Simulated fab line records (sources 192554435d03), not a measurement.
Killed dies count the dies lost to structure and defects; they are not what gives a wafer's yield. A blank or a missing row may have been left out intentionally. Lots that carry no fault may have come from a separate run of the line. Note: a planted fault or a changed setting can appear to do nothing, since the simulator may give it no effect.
Matching of chambers / flow n5-finfet / 4 sister chambers for N5_BEOL_M0_SAQP_ETCH_49 on rie-diel-03
The step etches SiO2 in CF4/O2, target depth 37 nm. 14 wafers are shown with their chamber, then 7 later ones without.

== WAFERS PAIRED WITH THEIR CHAMBERS ==
wafer=L074.1; chamber=1; showerhead-plenum-p-Torr (Torr)=2.30; drypump-motor-current-A (A)=6.3; rf-vpp-V (V)=244
wafer=L074.3; chamber=2; showerhead-plenum-p-Torr (Torr)=2.07; drypump-motor-current-A (A)=6.0; rf-vpp-V (V)=237
wafer=L074.5; chamber=0; showerhead-plenum-p-Torr (Torr)=2.27; drypump-motor-current-A (A)=5.7; rf-vpp-V (V)=252
wafer=L080.1; chamber=1; showerhead-plenum-p-Torr (Torr)=2.30; drypump-motor-current-A (A)=6.3; rf-vpp-V (V)=242
wafer=L080.5; chamber=2; showerhead-plenum-p-Torr (Torr)=2.07; drypump-motor-current-A (A)=6.0; rf-vpp-V (V)=237
wafer=L080.6; chamber=3; showerhead-plenum-p-Torr (Torr)=2.10; drypump-motor-current-A (A)=5.7; rf-vpp-V (V)=226
wafer=L081.1; chamber=1; showerhead-plenum-p-Torr (Torr)=2.30; drypump-motor-current-A (A)=6.2; rf-vpp-V (V)=245
wafer=L081.5; chamber=3; showerhead-plenum-p-Torr (Torr)=2.10; drypump-motor-current-A (A)=5.7; rf-vpp-V (V)=228
wafer=L081.6; chamber=2; showerhead-plenum-p-Torr (Torr)=2.07; drypump-motor-current-A (A)=6.0; rf-vpp-V (V)=237
wafer=L084.1; chamber=0; showerhead-plenum-p-Torr (Torr)=2.27; drypump-motor-current-A (A)=5.7; rf-vpp-V (V)=254
wafer=L084.3; chamber=2; showerhead-plenum-p-Torr (Torr)=2.07; drypump-motor-current-A (A)=6.0; rf-vpp-V (V)=237
wafer=L084.4; chamber=1; showerhead-plenum-p-Torr (Torr)=2.29; drypump-motor-current-A (A)=6.2; rf-vpp-V (V)=244
wafer=L086.1; chamber=1; showerhead-plenum-p-Torr (Torr)=2.29; drypump-motor-current-A (A)=6.3; rf-vpp-V (V)=244
wafer=L086.3; chamber=0; showerhead-plenum-p-Torr (Torr)=2.26; drypump-motor-current-A (A)=5.7; rf-vpp-V (V)=252

SIGNATURES (averages over the wafers above)
reading=showerhead-plenum-p-Torr; chamber 0=2.2667; chamber 1=2.2960; chamber 2=2.0700; chamber 3=2.1000; scatter within a chamber=0.00432
reading=drypump-motor-current-A; chamber 0=5.700; chamber 1=6.260; chamber 2=6.000; chamber 3=5.700; scatter within a chamber=0.0346
reading=rf-vpp-V; chamber 0=252.67; chamber 1=243.80; chamber 2=237.00; chamber 3=227.00; scatter within a chamber=0.973
Rule: for each reading, subtract the chamber's mean from the wafer's reading, divide by that reading's scatter and square the result; add these up over the readings and take the root, which gives the wafer's distance from the chamber. If the next closest chamber is less than 2 further off than the closest, the wafer can't be placed; otherwise it belongs to the closest. The scatter: the root of (the sum of the squares of (reading less its chamber's mean) over the shown wafers, divided by (wafers less chambers)).

== WAFERS WITH NO CHAMBER GIVEN ==
wafer=L086.5; showerhead-plenum-p-Torr (Torr)=2.10; drypump-motor-current-A (A)=5.7; rf-vpp-V (V)=226
wafer=L087.1; showerhead-plenum-p-Torr (Torr)=2.10; drypump-motor-current-A (A)=5.8; rf-vpp-V (V)=226
wafer=L087.2; showerhead-plenum-p-Torr (Torr)=2.27; drypump-motor-current-A (A)=5.7; rf-vpp-V (V)=254
wafer=L087.3; showerhead-plenum-p-Torr (Torr)=2.29; drypump-motor-current-A (A)=6.2; rf-vpp-V (V)=245
wafer=L092.1; showerhead-plenum-p-Torr (Torr)=2.32; drypump-motor-current-A (A)=6.0; rf-vpp-V (V)=242
wafer=L092.2; showerhead-plenum-p-Torr (Torr)=2.09; drypump-motor-current-A (A)=5.7; rf-vpp-V (V)=224
wafer=L092.3; showerhead-plenum-p-Torr (Torr)=2.26; drypump-motor-current-A (A)=5.7; rf-vpp-V (V)=253

== CHAMBER TAKEN BY EACH ==
wafer=L086.5; from the rows above=3; in truth=3
wafer=L087.1; from the rows above=3; in truth=3
wafer=L087.2; from the rows above=0; in truth=0
wafer=L087.3; from the rows above=1; in truth=1
wafer=L092.1; from the rows above=1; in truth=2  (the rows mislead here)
wafer=L092.2; from the rows above=3; in truth=3
wafer=L092.3; from the rows above=0; in truth=0
Correctly placed: 6 of 7. Not placeable from these rows: 0. Placed wrongly: 1.
